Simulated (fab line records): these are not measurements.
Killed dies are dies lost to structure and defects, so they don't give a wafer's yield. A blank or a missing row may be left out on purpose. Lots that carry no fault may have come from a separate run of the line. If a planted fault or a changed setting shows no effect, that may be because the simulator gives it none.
fab line records	flow nand_harc
[record] lots = 13	wafers = 39	last_day = 33
route steps=1302 shown P_M1@304 A_BONDPAD@1223 THIN_TSV@1267 END@1302
lots that met no fault: taken from a fault-free run of the same line
start_h: hours from the record's opening day to when the first of the lot's shown wafers began	wait_h: time in hours since the lot's previous step	" same as the row above	L1.1+2: several wafers, shown together as one row	- no value, or no start given	* or withheld: withheld	< > ~ a bound
route shown NAME@n: names a module that has steps shown in the file, with the first one's number in the route	usual: mean and standard deviation over wafers with no fault	same: alike in all rows	chamber/n: place in a boat	sites: each site's reading	_std_site: the values' standard deviation	_edge_site: outer sites' mean less inner sites'	radius_mm: for every site, how far away it sits from the centre of the wafer	mask NAME#n: copy n	behind: the most recent tool/chamber to have shaped the wafer	hold: what put the lot on hold/how long, in hours/how the hold closed	device: the transistor (n, p or np) that didn't switch	end of line: the tests these same wafers got at the end of their route	a step given without rows: its recipe and nothing more	killed: not the wafer's yield, but the dies lost to structure and defects at the first sort	map: shows each die of a wafer: x if killed, . if not, _ if none is there
set.NAME: the setting the step ran with; set.NAME@STEP: the setting that earlier step ran with	model.NAME: the simulator's own value behind a step, which no gauge read
a sample of lots followed through the steps of the route, with each step as a table and each wafer as a row
services: a tool's chamber out of use, with start hour (start_h, from the record's first day; less than 0 if before it), hours out, and reason
[[steps]]
[step NHARC_P_M1_STRIP_19]
[recipe] time_s = 600	temp_c = 30	chemistry = post_etch_residue_remover
lot.wafer	tool	chamber	start_h	wait_h
L734.4+1+2	wet_bench-10	2,5,6	121.60	-
L735.5+6+2	wet_bench-08	1,2,4	137.40	-
L738.5+3+1	wet_bench-08	7,0,1	165.10	-
L739.2+5+6	wet_bench-10	1,3,6	175.17	-
L740.5+1+3	wet_bench-10	3,4,5	189.88	-
L743.2+6+4	wet_bench-10	7,1,2	222.21	-
L745.1+3+2	wet_bench-08	5,0,1	237.36	-
L747.1+2+6	wet_bench-08	1,2,3	269.95	-
L749.6+3+1	wet_bench-10	4,5,6	280.89	-
L750.1+3+5	wet_bench-08	7,3,4	288.12	-
L751.3+6+4	wet_bench-10	0,1,4	299.01	-
L755.2+3+6	wet_bench-08	7,0,2	334.60	-
L756.2+6+1	wet_bench-08	2,3,4	349.24	-
[step NHARC_A_BONDPAD_ETCH_24]
[recipe] target_depth_a = 300	over_etch_frac = 0.3	time_s = 72.99	ion_energy_ev = 150	cf4_flow_sccm = 50	n2_flow_sccm = 100	ar_flow_sccm = 150	rf_w = 300	bias_w = 100	chemistry = CF4/N2
[usual] chamber_pressure_mTorr = 29.999/0.027	drypump_motor_current_A = 5.6/0.44	oes_product_au = 1.001/0.0091	rf_vpp_V = 313.0/2.2	showerhead_plenum_p_Torr = 2.57/0.12	throttle_valve_pct = 19.794/0.009
lot.wafer	tool	chamber	start_h	wait_h	chamber_pressure_mTorr	drypump_motor_current_A	oes_product_au	rf_hours_counter_h	rf_vpp_V	showerhead_plenum_p_Torr	throttle_valve_pct
L734.4	rie_diel-06	0	-	-	29.979	5.6	1.010	9	310.4	2.51	19.792
L734.1	"	1	"	"	30.020	5.7	0.988	10	313.8	2.61	19.802
L734.2	"	2	"	"	30.047	5.0	1.007	10	316.8	2.78	19.796
L735.2	rie_diel-05	0	-	-	30.026	5.5	1.009	19	316.8	2.78	19.792
L735.5	"	1	"	"	30.009	6.6	1.000	-	315.2	2.76	19.792
L735.6	"	2	"	"	29.952	5.7	1.000	-	316.5	2.83	19.795
L738.3	rie_diel-05	3	-	-	29.972	5.9	0.999	22	315.9	2.66	19.774
L738.1	"	0	"	"	29.968	5.5	1.000	22	315.7	2.78	19.796
L738.5	"	3	"	"	29.976	5.9	0.996	-	314.7	2.66	19.786
L739.2	rie_diel-03	0	-	-	29.945	6.2	0.978	3	311.4	2.53	19.789
L739.5	"	1	"	"	30.035	5.3	1.001	-	310.7	2.45	19.793
L739.6	"	2	"	"	30.006	5.0	1.002	-	310.9	2.47	19.803
L740.1	rie_diel-03	0	-	-	29.991	6.2	0.991	4	312.4	2.53	19.795
L740.3	"	1	"	"	29.996	5.2	1.003	4	310.5	2.45	19.811
L740.5	"	0	"	"	29.982	6.2	0.997	-	310.7	2.53	19.805
L743.2	rie_diel-03	1	-	-	29.962	5.3	0.993	5	312.0	2.45	19.808
L743.4	"	2	"	"	30.033	5.1	0.997	5	311.3	2.47	19.768
L743.6	"	1	"	"	29.981	5.3	1.002	-	311.2	2.45	19.805
L745.3	rie_diel-05	0	-	-	29.971	5.5	0.992	5	317.3	2.77	19.799
L745.2	"	1	"	"	29.968	6.6	1.003	6	317.2	2.76	19.787
L745.1	"	2	"	"	29.978	5.7	1.007	6	318.0	2.82	19.784
L747.1	rie_diel-05	0	-	-	30.024	5.5	1.001	14	315.8	2.77	19.783
L747.2	"	2	"	"	29.971	5.7	1.007	17	316.4	2.82	19.796
L747.6	"	3	"	"	29.968	5.8	1.000	-	313.2	2.66	19.790
L749.3	rie_diel-05	3	-	-	30.036	5.9	0.992	14	313.6	2.66	19.810
L749.1	"	0	"	"	30.038	5.5	1.005	14	316.9	2.77	19.791
L749.6	"	3	"	"	29.944	5.9	0.997	-	315.5	2.66	19.777
L750.1	rie_diel-03	1	-	-	29.970	5.2	0.993	1	311.3	2.45	19.794
L750.3	"	3	"	"	29.980	5.7	1.018	1	312.0	2.53	19.793
L750.5	"	1	"	"	30.036	5.2	0.997	-	312.0	2.45	19.805
L751.3	rie_diel-03	1	-	-	29.986	5.3	0.997	2	310.6	2.45	19.795
L751.4	"	2	"	"	29.997	5.0	1.003	2	310.0	2.47	19.794
L751.6	"	0	"	"	29.990	6.2	0.992	-	311.9	2.53	19.800
L755.3	rie_diel-03	1	-	-	30.014	5.2	0.997	3	312.1	2.45	19.789
L755.2	"	2	"	"	29.960	5.0	0.995	3	312.1	2.47	19.799
L755.6	"	2	"	"	29.992	5.0	1.004	-	311.2	2.47	19.788
L756.1	rie_diel-03	0	-	-	29.955	6.2	0.987	3	310.7	2.53	19.789
L756.2	"	1	"	"	29.978	5.2	1.006	3	310.6	2.45	19.799
L756.6	"	0	"	"	29.952	6.2	0.994	-	313.3	2.53	19.778
[step NHARC_THIN_TSV_DEP_47]
[recipe] target_thk_a = 2000	temp_c = withheld	pressure_torr = 6.5	rf_w = 900	teos_flow_sccm = 161.4	flow_sccm = 2650	target_thk_nm = 200	gas = O2	material = SiO2
[usual] flow_sccm = 2650/8.4	throttle_valve_pct = 16.1/0.39
lot.wafer	tool	chamber	start_h	wait_h	flow_sccm	throttle_valve_pct
L734.1	pecvd-04	0	535.44	-	2656	15.7
L734.2	"	2	"	"	2668	16.8
L734.4	"	1	"	"	2647	15.9
L735.2	pecvd-04	0	555.33	-	2644	15.6
L735.6	"	0	"	"	2650	15.8
L735.5	"	1	"	"	2652	16.0
L738.1	pecvd-01	0	579.41	-	2650	16.3
L738.3	"	1	"	"	2639	16.1
L738.5	"	2	"	"	2628	16.0
L739.2	pecvd-04	0	595.83	-	2647	15.9
L739.6	"	1	"	"	2647	16.2
L739.5	"	2	"	"	2646	17.0
L740.3	pecvd-01	1	626.35	-	2646	16.4
L740.1	"	0	"	"	2662	16.1
L740.5	"	2	"	"	2652	15.8
L743.2	pecvd-04	1	649.63	-	2649	16.1
L743.4	"	0	"	"	2628	15.9
L743.6	"	1	"	"	2649	16.1
L745.3	pecvd-03	2	650.79	-	2646	15.5
L745.1	"	0	"	"	2645	15.5
L745.2	"	1	"	"	2647	16.4
L749.3	pecvd-03	0	691.88	-	2662	15.8
L749.1	"	1	"	"	2647	16.2
L749.6	"	0	"	"	2650	15.7
L750.3	pecvd-01	0	693.05	-	2667	16.3
L750.1	"	1	"	"	2652	15.8
L750.5	"	0	"	"	2659	16.3
L747.1	pecvd-04	0	694.43	-	2646	16.1
L747.2	"	1	"	"	2647	15.8
L747.6	"	2	"	"	2653	17.1
L751.3	pecvd-03	0	720.55	-	2643	15.7
L751.6	"	0	"	"	2649	15.5
L751.4	"	1	"	"	2647	16.4
L755.2	pecvd-01	1	749.28	-	2651	15.9
L755.3	"	2	"	"	2661	16.1
L755.6	"	1	"	"	2643	16.1
L756.1	pecvd-01	0	768.67	-	2644	16.4
L756.2	"	1	"	"	2649	15.8
L756.6	"	2	"	"	2651	16.4
[step NHARC_THIN_TSV_DEGAS_53]
[recipe] temp_c = 300	time_s = 60
[usual] heater_power_w = 467/39
lot.wafer	tool	chamber	start_h	wait_h	heater_power_w
L734.4	pvd_sputter-02	-	538.36	0.1	388
L734.2	"	-	"	"	431
L734.1	"	-	"	"	489
L735.2	pvd_sputter-02	-	558.21	0.1	433
L735.5	"	-	"	"	393
L735.6	"	-	"	"	435
L738.3	pvd_sputter-01	-	582.29	0.1	415
L738.1	"	-	"	"	544
L738.5	"	-	"	"	511
L739.2	pvd_sputter-01	-	598.77	0.1	542
L739.6	"	-	"	"	448
L739.5	"	-	"	"	485
L740.3	pvd_sputter-02	-	629.28	0.1	466
L740.1	"	-	"	"	398
L740.5	"	-	"	"	469
L743.2	pvd_sputter-02	-	652.58	0.1	480
L743.4	"	-	"	"	393
L743.6	"	-	"	"	472
L745.2	pvd_sputter-01	-	653.78	0.1	490
L745.3	"	-	"	"	538
L745.1	"	-	"	"	477
L749.1	pvd_sputter-01	-	694.79	0.1	442
L749.3	"	-	"	"	525
L749.6	"	-	"	"	449
L750.1	pvd_sputter-01	-	696.06	0.1	482
L750.3	"	-	"	"	537
L750.5	"	-	"	"	442
L747.2	pvd_sputter-01	-	697.35	0.1	454
L747.1	"	-	"	"	475
L747.6	"	-	"	"	489
L751.4	pvd_sputter-03	-	723.51	0.1	426
L751.3	"	-	"	"	460
L751.6	"	-	"	"	439
L755.2	pvd_sputter-03	-	752.41	0.1	469
L755.3	"	-	"	"	434
L755.6	"	-	"	"	490
L756.1	pvd_sputter-02	-	771.60	0.1	391
L756.2	"	-	"	"	419
L756.6	"	-	"	"	470
[step NHARC_END_SORT_01]
[recipe] temp_c = 25
[usual] defect_limited_yield = 91.1/2.9	killed_at_array = 55/20	killed_at_other = 1.1/1.2	killed_at_periphery = 3.8/2.8	killed_dies = 60/19	killed_open = 3.4/1.9	killed_short = 2.2/1.5
[same] gross_dies = 677
lot.wafer	tool	chamber	start_h	wait_h	defect_limited_yield[%]	killed_at_array	killed_at_other	killed_at_periphery	killed_dies	killed_open	killed_short
L749.1	prober-02	0	705.32	2.5	78.6	77	0	68	145	4	2
L749.3	prober-02	0	706.92	3.1	81.4	74	0	52	126	3	0
L749.6	prober-02	0	709.32	4.0	83.5	80	0	32	112	1	2
L751.3	prober-01	0	737.10	3.1	82.4	42	1	76	119	2	6
L751.4	prober-01	0	737.90	3.4	89.2	34	2	37	73	1	4
L751.6	prober-01	0	739.51	4.0	84.6	40	3	61	104	3	1
// killed by level:class
L749.1 P_M1:unspecified=64 A_SLIT:chamber_film_flake=36 A_CHANNEL_HOLE_D1:chamber_film_flake=30 A_DECK1_JOINT:geometric_particle:open=2 P_GATE:chamber_film_flake=2 A_DECK1_JOINT:chamber_film_flake=2 A_CONTACT:chamber_film_flake=2 P_M0:geometric_particle:open=1
L749.3 P_M1:unspecified=46 A_CHANNEL_HOLE_D1:chamber_film_flake=38 A_SLIT:chamber_film_flake=29 P_GATE:chamber_film_flake=4 A_STAIRCASE:chamber_film_flake=2 A_CHANNEL_FILL_D1:chamber_film_flake=2 A_DECK1_JOINT:chamber_film_flake=2 P_GATE:geometric_particle:open=1
L749.6 A_SLIT:chamber_film_flake=36 A_CHANNEL_HOLE_D1:chamber_film_flake=35 P_M1:unspecified=32 A_CONTACT:chamber_film_flake=2 A_CHANNEL_FILL_D1:geometric_particle:short=1 A_CHANNEL_FILL_D1:geometric_particle:open=1 A_ONON_D2:geometric_particle:short=1 A_ZERO_WELL:chamber_film_flake=1
L751.3 P_M1:unspecified=66 A_CHANNEL_HOLE_D1:chamber_film_flake=22 A_SLIT:chamber_film_flake=7 A_CONTACT:chamber_film_flake=5 P_ZERO_WELL:chamber_film_flake=2 P_STI:chamber_film_flake=2 P_CONTACT:chamber_film_flake=2 A_WL_FILL:chamber_film_flake=2
L751.4 P_M1:unspecified=28 A_CHANNEL_HOLE_D1:chamber_film_flake=16 A_SLIT:chamber_film_flake=7 P_ZERO_WELL:chamber_film_flake=4 A_CONTACT:chamber_film_flake=4 P_GATE:chamber_film_flake=3 A_WL_FILL:geometric_particle:short=2 THIN_TSV:chamber_film_flake=2
L751.6 P_M1:unspecified=55 A_CHANNEL_HOLE_D1:chamber_film_flake=28 A_SLIT:chamber_film_flake=7 P_GATE:chamber_film_flake=2 P_BONDPAD:chamber_film_flake=2 A_WL_FILL:chamber_film_flake=2 THIN_TSV:chamber_film_flake=2 P_M0:geometric_particle:open=1
[[services]]
tool	chamber	start_h	hours	kind
rie_diel-03	-	104.30	9.0	pm
pvd_sputter-01	-	111.53	11.3	repair
wet_bench-08	-	118.40	8.0	pm
wet_bench-10	-	135.20	8.0	pm
pvd_sputter-01	-	157.24	1.8	repair
rie_diel-03	-	167.53	1.0	repair
pvd_sputter-01	-	168.93	4.1	repair
rie_diel-03	-	169.19	0.6	repair
pvd_sputter-01	-	223.04	2.9	repair
pvd_sputter-01	-	226.67	10.0	pm
rie_diel-03	-	281.30	9.0	pm
wet_bench-08	-	294.40	8.0	pm
rie_diel-03	-	296.61	5.7	repair
wet_bench-10	-	311.20	8.0	pm
wet_bench-08	-	317.01	2.1	repair
rie_diel-03	3	323.72	14.0	repair
pvd_sputter-01	-	404.67	10.0	pm
rie_diel-03	1	412.79	3.3	repair
rie_diel-03	-	458.30	9.0	pm
wet_bench-08	-	470.40	8.0	pm
pvd_sputter-01	-	472.93	5.1	repair
rie_diel-03	2	601.13	2.0	repair
rie_diel-03	-	635.30	9.0	pm
wet_bench-08	-	646.40	8.0	pm
[[key]]
[first_sign] step = NHARC_END_SORT_01	reading = killed_at_periphery	direction = up	sigmas = 18	usual = 3.8	struck = 54.3
[effect] step = NHARC_END_SORT_01	reading = killed_dies	direction = up	sigmas = 2.7	usual = 60	struck = 113	wafers_moved = 4
[more_kills_born_at] NHARC_P_M1_STRIP_19@wet_bench-10 = 291
met_at NHARC_P_M1_STRIP_19
struck_lots L749,L751
not_acting_at NHARC_A_BONDPAD_ETCH_24,NHARC_THIN_TSV_DEP_47,NHARC_THIN_TSV_DEGAS_53
onset_between 222.21 280.89
[fault] kind = chamber_particle_source	tool = wet_bench-10	chamber = -	onset_h = 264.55	steps = NHARC_P_M1_STRIP_19	rate_per_visit_cm2 = 0.55277	end_h = 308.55
